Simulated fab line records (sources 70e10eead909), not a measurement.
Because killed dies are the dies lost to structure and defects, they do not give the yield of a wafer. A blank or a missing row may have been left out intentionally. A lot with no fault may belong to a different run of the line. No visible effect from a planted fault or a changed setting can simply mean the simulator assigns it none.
Which tool did it? :: flow nand harc :: 33 wafers from 11 lots sampled at 5 of the route's 1159 steps

WHAT EACH GAUGE READ, for each wafer
NHARC_END_SORT_01. Usual: defect limited yield 95.1 %, standard deviation 1.7; killed at array 29, standard deviation 11; killed at other 0.5, standard deviation 0.85; killed at periphery 3.0, standard deviation 2.3; killed dies 33, standard deviation 12; killed open 3.3, standard deviation 1.9; killed short 2.0, standard deviation 1.5; sort_bin_2_pct 1.5 %, standard deviation 0.66; sort_bin_3_pct 0.25 %, standard deviation 0.21; sort_bin_4_pct 3.1 %, standard deviation 1.2; sort n pass 644, standard deviation 12; sort rim yield pct 96.7 %, standard deviation 2; sort yield pct 95.1 %, standard deviation 1.7.
lot: L763
measured: day 26 02:08
on: prober-02
defect limited yield (%): 96.0 97.3 94.7
killed at array: 21 16 27
killed at other: 0 0 2
killed at periphery: 6 2 7
killed dies: 27 18 36
killed open: 3 2 9
killed short: 6 0 3
sort_bin_2_pct (%): 1.3 0.9 1.2
sort_bin_3_pct (%): 0.74 0.30 0.30
sort_bin_4_pct (%): 1.9 1.5 3.8
sort n pass: 650 659 641
sort rim yield pct (%): 96.2 96.2 95.3
sort yield pct (%): 96.0 97.3 94.7
flag: 

WHAT TOOL EACH LOT RAN ON (gives the tool, then ch and the chambers of the sampled wafers, and finally the start)
lot: L762
NHARC_A_CONTACT_ETCH_110: rie diel-06 ch 0,1,2, day 20 14:28
NHARC_A_CONTACT_STRIP_26: rie diel-06 ch 1,2,3, day 20 15:16 or earlier
NHARC_A_CONTACT_ALD_18: ald metal-03 ch 0,3, day 20 15:16
NHARC_A_M0_SOFTBAKE_04: litho track-04 ch 0, day 23 04:00

lot: L759
NHARC_A_CONTACT_ETCH_110: rie diel-05 ch 0,2, day 21 01:55
NHARC_A_CONTACT_STRIP_26: rie diel-05 ch 0,2,3, day 21 02:38 or earlier
NHARC_A_CONTACT_ALD_18: ald metal-03 ch 1,3, day 21 02:38
NHARC_A_M0_SOFTBAKE_04: litho track-01 ch 0, day 23 08:00

lot: L766
NHARC_A_CONTACT_ETCH_110: rie diel-05 ch 2,3, day 21 09:06
NHARC_A_CONTACT_STRIP_26: rie diel-05 ch 1,3, day 21 09:56 or earlier
NHARC_A_CONTACT_ALD_18: ald metal-03 ch 0,2, day 21 09:56
NHARC_A_M0_SOFTBAKE_04: litho track-01 ch 0, day 23 09:00

lot: L763
NHARC_A_CONTACT_ETCH_110: rie diel-05 ch 0,1,2, day 21 15:50
NHARC_A_CONTACT_STRIP_26: rie diel-05 ch 0,1, day 21 16:30 or earlier
NHARC_A_CONTACT_ALD_18: ald metal-03 ch 0,2,3, day 21 16:30
NHARC_A_M0_SOFTBAKE_04: litho track-01 ch 0, day 23 20:00

lot: L765
NHARC_A_CONTACT_ETCH_110: rie diel-05 ch 1,2, day 21 16:41
NHARC_A_CONTACT_STRIP_26: rie diel-05 ch 1,3, day 21 17:20 or earlier
NHARC_A_CONTACT_ALD_18: ald metal-01 ch 0,3, day 21 17:20
NHARC_A_M0_SOFTBAKE_04: litho track-06 ch 0, day 23 20:00

lot: L767
NHARC_A_CONTACT_ETCH_110: rie diel-06 ch 0,1,3, day 21 22:22
NHARC_A_CONTACT_STRIP_26: rie diel-06 ch 0,1,3, day 21 23:02 or earlier
NHARC_A_CONTACT_ALD_18: ald metal-01 ch 0,3, day 21 23:02
NHARC_A_M0_SOFTBAKE_04: litho track-06 ch 0, day 23 22:00

lot: L771
NHARC_A_CONTACT_ETCH_110: rie diel-04 ch 0,2,3, day 22 07:07
NHARC_A_CONTACT_STRIP_26: rie diel-04 ch 0,1,3, day 22 07:48 or earlier
NHARC_A_CONTACT_ALD_18: ald metal-01 ch 0,2,3, day 22 07:48
NHARC_A_M0_SOFTBAKE_04: litho track-06 ch 0, day 24 03:00

lot: L772
NHARC_A_CONTACT_ETCH_110: rie diel-06 ch 1,2,3, day 23 00:38
NHARC_A_CONTACT_STRIP_26: rie diel-06 ch 0,2,3, day 23 01:17 or earlier
NHARC_A_CONTACT_ALD_18: ald metal-01 ch 0,2,3, day 23 01:17
NHARC_A_M0_SOFTBAKE_04: litho track-06 ch 0, day 25 02:00

lot: L778
NHARC_A_CONTACT_ETCH_110: rie diel-06 ch 0,1,3, day 23 19:22
NHARC_A_CONTACT_STRIP_26: rie diel-06 ch 1,2, day 23 20:01 or earlier
NHARC_A_CONTACT_ALD_18: ald metal-03 ch 2,3, day 23 20:01
NHARC_A_M0_SOFTBAKE_04: litho track-04 ch 0, day 25 11:00

lot: L770
NHARC_A_CONTACT_ETCH_110: rie diel-06 ch 0,1,3, day 24 07:44
NHARC_A_CONTACT_STRIP_26: rie diel-06 ch 1,3, day 24 08:32 or earlier
NHARC_A_CONTACT_ALD_18: ald metal-02 ch 0,2,3, day 24 08:32
NHARC_A_M0_SOFTBAKE_04: litho track-04 ch 0, day 26 01:00

lot: L781
NHARC_A_CONTACT_ETCH_110: rie diel-05 ch 0,2, day 24 16:55
NHARC_A_CONTACT_STRIP_26: rie diel-05 ch 2,3, day 24 17:39 or earlier
NHARC_A_CONTACT_ALD_18: ald metal-02 ch 0,3, day 24 17:39
NHARC_A_M0_SOFTBAKE_04: litho track-04 ch 0, day 26 11:00
- NHARC_A_CONTACT_ETCH_110: etches the open film in CF4/O2, target depth 50 nm, overetch 5 nm, time 27.5 s.
- NHARC_A_CONTACT_STRIP_26: strips in O2.
- NHARC_A_CONTACT_ALD_18: deposits TiN, target thk 3 nm, pulse time 1 s, ald cycles 150.
- NHARC_A_M0_SOFTBAKE_04: time 55 s.

WHAT THE TOOLS THEMSELVES READ (means of the sampled wafers that have a number; where no wafer has one, the mark that the record gives instead)
NHARC_A_CONTACT_ETCH_110. Usual: drypump motor current A 5.8 A (standard deviation 0.59); oes_ar_750_au 1.000 a.u. (standard deviation 0.0046); oes product au 0.997 a.u. (standard deviation 0.0076); rf fwd power W 294.6 W (standard deviation 1.7); rf vpp V 197.7 V (standard deviation 1.4); showerhead plenum p Torr 1.34 Torr (standard deviation 0.054); throttle valve pct 13.398 % (standard deviation 0.0092).
lot: L762
tool: rie diel-06
drypump motor current A (A): 5.7
oes_ar_750_au (a.u.): 0.998
oes product au (a.u.): 1.003
rf fwd power W (W): 294.2
rf vpp V (V): 197.8
showerhead plenum p Torr (Torr): 1.35
throttle valve pct (%): 13.401
flag: 

lot: L759
tool: rie diel-05
drypump motor current A (A): 5.7
oes_ar_750_au (a.u.): 0.999
oes product au (a.u.): 0.996
rf fwd power W (W): 294.8
rf vpp V (V): 197.8
showerhead plenum p Torr (Torr): 1.34
throttle valve pct (%): 13.400
flag: 

lot: L766
tool: rie diel-05
drypump motor current A (A): 5.8
oes_ar_750_au (a.u.): 0.995
oes product au (a.u.): 0.998
rf fwd power W (W): 293.7
rf vpp V (V): 197.5
showerhead plenum p Torr (Torr): 1.30
throttle valve pct (%): 13.395
flag: 

lot: L763
tool: rie diel-05
drypump motor current A (A): 5.9
oes_ar_750_au (a.u.): 1.001
oes product au (a.u.): 1.005
rf fwd power W (W): 294.0
rf vpp V (V): 197.3
showerhead plenum p Torr (Torr): 1.33
throttle valve pct (%): 13.385
flag: 

lot: L765
tool: rie diel-05
drypump motor current A (A): 6.2
oes_ar_750_au (a.u.): 1.001
oes product au (a.u.): 0.999
rf fwd power W (W): 295.2
rf vpp V (V): 197.8
showerhead plenum p Torr (Torr): 1.32
throttle valve pct (%): 13.393
flag: 

lot: L767
tool: rie diel-06
drypump motor current A (A): 5.8
oes_ar_750_au (a.u.): 0.997
oes product au (a.u.): 0.988
rf fwd power W (W): 294.9
rf vpp V (V): 198.8
showerhead plenum p Torr (Torr): 1.39
throttle valve pct (%): 13.400
flag: 

lot: L771
tool: rie diel-04
drypump motor current A (A): 6.0
oes_ar_750_au (a.u.): 1.002
oes product au (a.u.): 1.003
rf fwd power W (W): 296.0
rf vpp V (V): 197.8
showerhead plenum p Torr (Torr): 1.34
throttle valve pct (%): 13.396
flag: 

lot: L772
tool: rie diel-06
drypump motor current A (A): 5.4
oes_ar_750_au (a.u.): 1.002
oes product au (a.u.): 1.003
rf fwd power W (W): 294.7
rf vpp V (V): 197.9
showerhead plenum p Torr (Torr): 1.35
throttle valve pct (%): 13.403
flag: 

lot: L778
tool: rie diel-06
drypump motor current A (A): 5.9
oes_ar_750_au (a.u.): 1.002
oes product au (a.u.): 0.997
rf fwd power W (W): 293.8
rf vpp V (V): 199.1
showerhead plenum p Torr (Torr): 1.39
throttle valve pct (%): 13.388
flag: 

lot: L770
tool: rie diel-06
drypump motor current A (A): 5.8
oes_ar_750_au (a.u.): 1.001
oes product au (a.u.): 0.989
rf fwd power W (W): 294.8
rf vpp V (V): 197.7
showerhead plenum p Torr (Torr): 1.38
throttle valve pct (%): 13.404
flag: 

lot: L781
tool: rie diel-05
drypump motor current A (A): 5.6
oes_ar_750_au (a.u.): 1.001
oes product au (a.u.): 0.988
rf fwd power W (W): 295.5
rf vpp V (V): 197.5
showerhead plenum p Torr (Torr): 1.34
throttle valve pct (%): 13.394
flag: 

NHARC_A_CONTACT_STRIP_26. Usual: drypump motor current A 5.8 A, standard deviation 0.59; oes product au 0.996 a.u., standard deviation 0.0084; rf vpp V 57.8 V, standard deviation 0.94; showerhead plenum p Torr 3.53 Torr, standard deviation 0.14; throttle valve pct 17.037 %, standard deviation 0.009.
lot: L762
tool: rie diel-06
drypump motor current A (A): 5.4
oes product au (a.u.): 1.004
rf vpp V (V): 58.2
showerhead plenum p Torr (Torr): 3.58
throttle valve pct (%): 17.050
flag: 

lot: L759
tool: rie diel-05
drypump motor current A (A): 5.7
oes product au (a.u.): 0.997
rf vpp V (V): 57.6
showerhead plenum p Torr (Torr): 3.50
throttle valve pct (%): 17.029
flag: 

lot: L766
tool: rie diel-05
drypump motor current A (A): 5.9
oes product au (a.u.): 1.006
rf vpp V (V): 56.7
showerhead plenum p Torr (Torr): 3.41
throttle valve pct (%): 17.040
flag: 

lot: L763
tool: rie diel-05
drypump motor current A (A): 5.6
oes product au (a.u.): 0.992
rf vpp V (V): 58.2
showerhead plenum p Torr (Torr): 3.48
throttle valve pct (%): 17.036
flag: 

lot: L765
tool: rie diel-05
drypump motor current A (A): 5.9
oes product au (a.u.): 1.002
rf vpp V (V): 57.9
showerhead plenum p Torr (Torr): 3.40
throttle valve pct (%): 17.031
flag: 

lot: L767
tool: rie diel-06
drypump motor current A (A): 5.9
oes product au (a.u.): 0.996
rf vpp V (V): 57.5
showerhead plenum p Torr (Torr): 3.66
throttle valve pct (%): 17.041
flag: 

lot: L771
tool: rie diel-04
drypump motor current A (A): 5.6
oes product au (a.u.): 0.998
rf vpp V (V): 57.3
showerhead plenum p Torr (Torr): 3.54
throttle valve pct (%): 17.035
flag: 

lot: L772
tool: rie diel-06
drypump motor current A (A): 6.0
oes product au (a.u.): 0.997
rf vpp V (V): 58.5
showerhead plenum p Torr (Torr): 3.52
throttle valve pct (%): 17.031
flag: 

lot: L778
tool: rie diel-06
drypump motor current A (A): 5.2
oes product au (a.u.): 0.997
rf vpp V (V): 57.7
showerhead plenum p Torr (Torr): 3.46
throttle valve pct (%): 17.045
flag: 

lot: L770
tool: rie diel-06
drypump motor current A (A): 5.3
oes product au (a.u.): 0.988
rf vpp V (V): 58.6
showerhead plenum p Torr (Torr): 3.71
throttle valve pct (%): 17.036
flag: 

lot: L781
tool: rie diel-05
drypump motor current A (A): 6.2
oes product au (a.u.): 0.992
rf vpp V (V): 57.8
showerhead plenum p Torr (Torr): 3.52
throttle valve pct (%): 17.036
flag: 

NHARC_A_CONTACT_ALD_18. Usual: heater power w 1065 W, standard deviation 110; precursor pulse height rel 1.001, standard deviation 0.021; susceptor temp C 450.02 C, standard deviation 0.24.
lot: L762
tool: ald metal-03
heater power w (W): 1009
precursor pulse height rel: 0.993
susceptor temp C (C): 450.25
flag: 

lot: L759
tool: ald metal-03
heater power w (W): 1135
precursor pulse height rel: 0.998
susceptor temp C (C): 450.42
flag: 

lot: L766
tool: ald metal-03
heater power w (W): 995
precursor pulse height rel: 0.989
susceptor temp C (C): 450.01
flag: 

lot: L763
tool: ald metal-03
heater power w (W): 1003
precursor pulse height rel: 1.006
susceptor temp C (C): 450.01
flag: 

lot: L765
tool: ald metal-01
heater power w (W): 1061
precursor pulse height rel: 1.019
susceptor temp C (C): 450.04
flag: 

lot: L767
tool: ald metal-01
heater power w (W): 1048
precursor pulse height rel: 1.017
susceptor temp C (C): 450.09
flag: 

lot: L771
tool: ald metal-01
heater power w (W): 1033
precursor pulse height rel: 0.990
susceptor temp C (C): 449.93
flag: 

lot: L772
tool: ald metal-01
heater power w (W): 1042
precursor pulse height rel: 0.987
susceptor temp C (C): 450.10
flag: 

lot: L778
tool: ald metal-03
heater power w (W): 1076
precursor pulse height rel: 1.004
susceptor temp C (C): 450.10
flag: 

lot: L770
tool: ald metal-02
heater power w (W): 1011
precursor pulse height rel: 0.997
susceptor temp C (C): 450.10
flag: 

lot: L781
tool: ald metal-02
heater power w (W): 1036
precursor pulse height rel: 1.008
susceptor temp C (C): 449.89
flag: 

NHARC_A_M0_SOFTBAKE_04. Usual: heater power total W reads 188.46 W (standard deviation 0.14).
lot: L762
tool: litho track-04
heater power total W (W): 188.48
flag: 

lot: L759
tool: litho track-01
heater power total W (W): 188.47
flag: 

lot: L766
tool: litho track-01
heater power total W (W): 188.51
flag: 

lot: L763
tool: litho track-01
heater power total W (W): 188.47
flag: 

lot: L765
tool: litho track-06
heater power total W (W): 188.41
flag: 

lot: L767
tool: litho track-06
heater power total W (W): 188.52
flag: 

lot: L771
tool: litho track-06
heater power total W (W): 193.93
flag: OFF

lot: L772
tool: litho track-06
heater power total W (W): 193.73
flag: OFF

lot: L778
tool: litho track-04
heater power total W (W): 188.42
flag: 

lot: L770
tool: litho track-04
heater power total W (W): 188.43
flag: 

lot: L781
tool: litho track-04
heater power total W (W): 188.39
flag: 

THE ANSWER, worked out from the rows above alone
Rule: take the mean of a lot's wafers that have a number; if it is more than 3 standard deviations from the usual mean, the lot is off. Also off: a lot with no number at a reading for which 4 or more lots have one. All remaining lots with rows at the step are treated as sound. After the gauges, taken in route order, come the tools' own readings; for these a lot's mean is taken, as printed above. The first step at which some lot is off is used, and at that step the reading that is off furthest; a lot without a number counts as furthest.
Off: L771, L772, at NHARC_A_M0_SOFTBAKE_04 (heater power total W).
A tool fits if, at that step or a process step before it, it ran every lot that is off, and no sound lot after the first of them. Because NHARC_A_CONTACT_STRIP_26 lacks a start for some lots, the hours and order of its lots are taken from NHARC_A_CONTACT_ALD_18. Undecided on this evidence; 2 tools fit (ald metal-01 at NHARC_A_CONTACT_ALD_18, litho track-06 at NHARC_A_M0_SOFTBAKE_04).

WHAT THE SIMULATOR HAD INSERTED
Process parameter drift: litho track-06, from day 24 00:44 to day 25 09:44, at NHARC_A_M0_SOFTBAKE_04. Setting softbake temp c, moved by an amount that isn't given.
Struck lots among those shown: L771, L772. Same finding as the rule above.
